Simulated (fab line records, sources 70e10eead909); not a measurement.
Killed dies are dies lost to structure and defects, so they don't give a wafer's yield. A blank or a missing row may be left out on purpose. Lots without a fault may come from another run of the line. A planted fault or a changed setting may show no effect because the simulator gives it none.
Chamber matching | flow nand_harc | NHARC_A_SGD_CUT_DEP_00 on pecvd-02: 3 sister chambers
The step deposits SiNx, target thk 50 nm. 18 wafers are shown with their chamber, then 9 later ones without.

WAFERS WITH THEIR CHAMBER
wafer  | chamber | heater_power_w (W)
L076.1 | 1       | 626
L076.4 | 2       | 830
L076.6 | 1       | 644
L077.1 | 1       | 697
L077.3 | 0       | 713
L077.5 | 0       | 739
L087.4 | 2       | 905
L087.5 | 1       | 659
L087.6 | 2       | 913
L093.1 | 0       | 664
L093.2 | 2       | 894
L093.3 | 1       | 726
L090.2 | 0       | 633
L090.4 | 2       | 830
L090.5 | 0       | 646
L089.1 | 0       | 681
L089.3 | 2       | 887
L089.6 | 2       | 893

SIGNATURES (means of the wafers above)
reading        | chamber 0 | chamber 1 | chamber 2 | scatter within a chamber
heater_power_w | 679.33    | 670.40    | 878.86    | 38.2
Rule: a wafer's distance from a chamber is the root of the sum, over the readings, of the square of ((its reading less the chamber's mean) divided by the reading's scatter). The wafer belongs to the nearest chamber; if the next one is less than 2 further off, it can't be placed. The scatter: the root of (the sum of the squares of (reading less its chamber's mean) over the shown wafers, divided by (wafers less chambers)).

WAFERS WITHOUT THEIR CHAMBER
wafer  | heater_power_w (W)
L092.2 | 654
L092.3 | 864
L092.6 | 647
L091.2 | 863
L091.4 | 706
L091.6 | 676
L094.1 | 606
L094.4 | 625
L094.6 | 808

WHICH CHAMBER EACH WENT THROUGH
wafer  | from the rows above          | in truth
L092.2 | can't be placed: 1 or 0      | 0
L092.3 | 2                            | 2
L092.6 | can't be placed: 1 or 0      | 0
L091.2 | 2                            | 2
L091.4 | can't be placed: 0 or 1      | 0
L091.6 | can't be placed: 0 or 1      | 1
L094.1 | can't be placed: 1 or 0      | 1
L094.4 | can't be placed: 1 or 0      | 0
L094.6 | can't be placed: 2 or 0 or 1 | 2
Placed correctly: 2 of 9. Can't be placed from these rows: 7 (the true chamber is among the candidates in 7). Placed wrongly: 0.
